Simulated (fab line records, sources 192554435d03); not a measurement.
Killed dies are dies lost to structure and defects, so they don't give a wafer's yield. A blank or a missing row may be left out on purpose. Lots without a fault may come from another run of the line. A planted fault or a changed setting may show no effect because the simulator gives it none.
Split-lot experiment | flow n5_finfet | 7 lots, 39 wafers read, on a route of 1938 steps

THE SPLIT
At N5_BEOL_M12_ETCH_38 (etches SiCN in CF4/N2, target depth 68.7 nm, time 73.4 s), the setting time_s was moved away from the recipe's 73.4 s on 12 of the 39 wafers read, by +21.9% to +57.6%. The other wafers ran this setting at the recipe's value.

The reading is taken at the split's own step.

THE READING
etch.depth_nm (the simulator's own value, which no gauge read), in nm, at N5_BEOL_M12_ETCH_38 (etches SiCN in CF4/N2, target depth 68.7 nm, time 73.4 s). The file gives no usual value for it. The 27 wafers here that ran the recipe average 57.81 nm, standard deviation 0.87 nm.

wafer  | tool, chamber at the split | time_s as run, s | against the recipe | etch.depth_nm, nm | against lot-mates on the recipe
L076.1 | rie_diel-03, 1             | 115.7            | +57.6%             | 90.7              | +33.65
L076.2 | rie_diel-03, 3             | 73.4             | recipe             | 56.02             | -
L076.3 | rie_diel-03, 2             | 73.4             | recipe             | 57.22             | -
L076.4 | rie_diel-03, 3             | 115.7            | +57.6%             | 88.93             | +31.88
L076.5 | rie_diel-03, 1             | 73.4             | recipe             | 57.91             | -
L076.6 | rie_diel-03, 2             | 115.7            | +57.6%             | 90.66             | +33.61
L079.1 | rie_diel-04, 1             | 73.4             | recipe             | 57.02             | -
L079.2 | rie_diel-04, 0             | 103.6            | +41.1%             | 80.85             | +23.46
L079.3 | rie_diel-04, 3             | 73.4             | recipe             | 57.75             | -
L079.4 | rie_diel-04, 2             | 103.6            | +41.1%             | 80.6              | +23.21
L079.5 | rie_diel-04, 3             | 103.6            | +41.1%             | 81.06             | +23.67
L079.6 | rie_diel-04, 2             | 73.4             | recipe             | 57.39             | -
L083.1 | rie_diel-03, 2             | 73.4             | recipe             | 58.01             | -
L083.2 | rie_diel-03, 1             | 73.4             | recipe             | 57.93             | -
L083.4 | rie_diel-03, 2             | 73.4             | recipe             | 57.77             | -
L087.1 | rie_diel-03, 2             | 73.4             | recipe             | 57.41             | -
L087.2 | rie_diel-03, 3             | 89.51            | +21.9%             | 70.43             | +13.05
L087.3 | rie_diel-03, 0             | 73.4             | recipe             | 57.63             | -
L087.4 | rie_diel-03, 1             | 89.51            | +21.9%             | 69.3              | +11.92
L087.5 | rie_diel-03, 2             | 73.4             | recipe             | 57.09             | -
L087.6 | rie_diel-03, 3             | 89.51            | +21.9%             | 70.85             | +13.47
L092.1 | rie_diel-03, 3             | 73.4             | recipe             | 59.71             | -
L092.2 | rie_diel-03, 0             | 73.4             | recipe             | 58.54             | -
L092.3 | rie_diel-03, 2             | 73.4             | recipe             | 57.75             | -
L092.4 | rie_diel-03, 1             | 73.4             | recipe             | 57.57             | -
L092.5 | rie_diel-03, 2             | 73.4             | recipe             | 57.46             | -
L092.6 | rie_diel-03, 1             | 73.4             | recipe             | 58.07             | -
L091.1 | rie_diel-03, 2             | 73.4             | recipe             | 56.83             | -
L091.2 | rie_diel-03, 3             | 90.43            | +23.2%             | 71.76             | +14.71
L091.3 | rie_diel-03, 1             | 73.4             | recipe             | 56.71             | -
L091.4 | rie_diel-03, 0             | 90.43            | +23.2%             | 70.95             | +13.90
L091.5 | rie_diel-03, 3             | 90.43            | +23.2%             | 72.11             | +15.06
L091.6 | rie_diel-03, 0             | 73.4             | recipe             | 57.61             | -
L095.1 | rie_diel-01, 1             | 73.4             | recipe             | 59.59             | -
L095.2 | rie_diel-01, 0             | 73.4             | recipe             | 57.84             | -
L095.3 | rie_diel-01, 2             | 73.4             | recipe             | 57.64             | -
L095.4 | rie_diel-01, 3             | 73.4             | recipe             | 59.52             | -
L095.5 | rie_diel-01, 1             | 73.4             | recipe             | 59.32             | -
L095.6 | rie_diel-01, 0             | 73.4             | recipe             | 57.48             | -

THE FIT
A straight line over all 39 wafers: etch.depth_nm changes by +0.563 nm for each +1% of time_s; r = +1.00; the points scatter about the line by 0.84 nm.
The same after taking each lot's own level away (the mean of its wafers on the recipe; 39 wafers): +0.576 nm for each +1%; r = +1.00; scatter 0.73 nm.
On that fit, the largest move of time_s shifts the reading by 33 nm.
The lots' own levels span 57.050 to 58.565 nm, that is 1.7 times the standard deviation above.
So the lot-to-lot level changes the slope little: the two slopes agree.
Check: with one of the wafers moved furthest among these (+57.6%) left out of the fit, the line predicts +33.2 nm for it against its lot-mates. It came out at +33.6 nm against them.

OTHER SPLITS ON THESE WAFERS
These wafers also went through other splits before the reading. Each is held against what the fit with the lots' levels taken away leaves over:
other split on the same wafers    | wafers away from the commonest value | r with etch.depth_nm (lot level and that fit taken away)
N5_BEOL_M6_HM_DEP_02 target_thk_a | 12                                   | -0.16
N5_BEOL_M8_DESCUM_16 time_s       | 18                                   | +0.02
N5_BEOL_M12_ILD_DEP_00 time_s     | 15                                   | +0.10

THE FILE'S OWN FIT
etch.depth_nm changes by +0.578 nm for each +1% of time_s, r = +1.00.
